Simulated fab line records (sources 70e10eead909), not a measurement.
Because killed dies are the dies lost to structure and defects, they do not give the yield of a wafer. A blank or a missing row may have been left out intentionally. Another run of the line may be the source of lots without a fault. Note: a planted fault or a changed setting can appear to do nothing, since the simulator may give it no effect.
Code-filled problem report in 8D (eight disciplines) form + flow nand-harc + the parts of the form that need people (team, actions taken, sign-off) are left out

1. PROBLEM STATEMENT
Mean of run-length-s at NHARC_A_SGD_CUT_ETCH_59: 329.1 s across 2 wafers in 2 lots; on wafers with no fault it is 427.4 s (standard deviation 0.45). That is -99 or more standard deviations from the usual mean.
The step: etches the open film in N2/H2, target depth 260 nm, time 406.25 s.
Earliest sighting: wafer L109.6 on rie-diel-06 at day 27 07:13. The record holds 42 wafers of 14 lots with a number at this step. The rule behind "out" and "out of limits": a value lying over 4 standard deviations away from the usual mean. The other wafers with a number count as sound.

2. WHAT IT IS; WHAT IT IS NOT
| question                    | is                | is not                                                                                         |
|-----------------------------|-------------------|------------------------------------------------------------------------------------------------|
| which readings at this step | run-length-s      | chamber-pressure-mTorr, oes-product-au, rf-vpp-V, showerhead-plenum-p-Torr, throttle-valve-pct |
| which lots                  | L109, L110        | L100, L101, L102, L112, L113, L990, L991, L992, L994, L995, L997, L998                         |
| which wafers of those lots  | L109.6, L110.6    | L109.1, L109.2, L110.2, L110.3                                                                 |
| read on which tools         | rie-diel-06       | rie-diel-09, rie-diel-13                                                                       |
| when                        | from day 27 07:13 | up to then (32 sound wafers); but 8 sound wafers of L110, L112, L113 came after                |

3. SUSPECTS, AND WHAT RULES EACH OUT
Counting: if a tool at a process step up to the reading ran every lot that is out, it stays a suspect. Sound lots after the first of them don't rule it out here, since some wafers of a struck lot are sound.
- rie-diel-06 at NHARC_A_SGD_CUT_ETCH_58 (etches the open film in CF4, target depth 39 nm, time 65 s): kept. It ran every lot that is out, first L109 (day 27 07:08); its last sound lot up to then is L100 (day 23 19:49).
- rie-diel-06 at NHARC_A_SGD_CUT_ETCH_59 (etches the open film in N2/H2, target depth 260 nm, time 406.25 s): kept. It ran every lot that is out, first L109 (day 27 07:13); its last sound lot up to then is L100 (day 23 19:55). Its own readings are out on those wafers: run-length-s.
- Within rie-diel-06 at NHARC_A_SGD_CUT_ETCH_59: the wafers that are out ran in chamber 0; their sound lot-mates ran in chambers 1, 2, 3.
Remaining after the count are rie-diel-06 at NHARC_A_SGD_CUT_ETCH_58 and rie-diel-06 at NHARC_A_SGD_CUT_ETCH_59.

4. THE CAUSE (what the simulator had put in)
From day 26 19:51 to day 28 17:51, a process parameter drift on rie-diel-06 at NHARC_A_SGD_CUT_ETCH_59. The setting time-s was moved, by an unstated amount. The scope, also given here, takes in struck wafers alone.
Counting leaves 2 suspects; this tool is one of them.

5. SEQUENCE OF EFFECTS, ordered by route
Rows list readings where the struck wafers' mean (over those with a number) sits beyond 3 standard deviations from the usual. Only readings whose record carries a usual standard deviation are examined. hours: median over the lots of the time between each lot's start at the first step of this table that gives one and its start at this step. sigmas: the change, counted in usual standard deviations.
| hours | step                    | reading      | usual   | on struck wafers | change | sigmas      |
|-------|-------------------------|--------------|---------|------------------|--------|-------------|
| 0     | NHARC_A_SGD_CUT_ETCH_59 | run-length-s | 427.4 s | 329.1            | -98.2  | -99 or more |
Its process steps:
- NHARC_A_SGD_CUT_ETCH_59: etches the open film in N2/H2, target depth 260 nm, time 406.25 s.
Readings that are blank on the struck wafers while sound wafers have them: pad-life-wafers at NHARC_A_SGD_CUT_CMP_21.

6. HOW IT WOULD HAVE BEEN CAUGHT EARLIER
11 hours passed between the start of the fault at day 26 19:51 and the first reading out of limits in this record, taken at day 27 07:13.
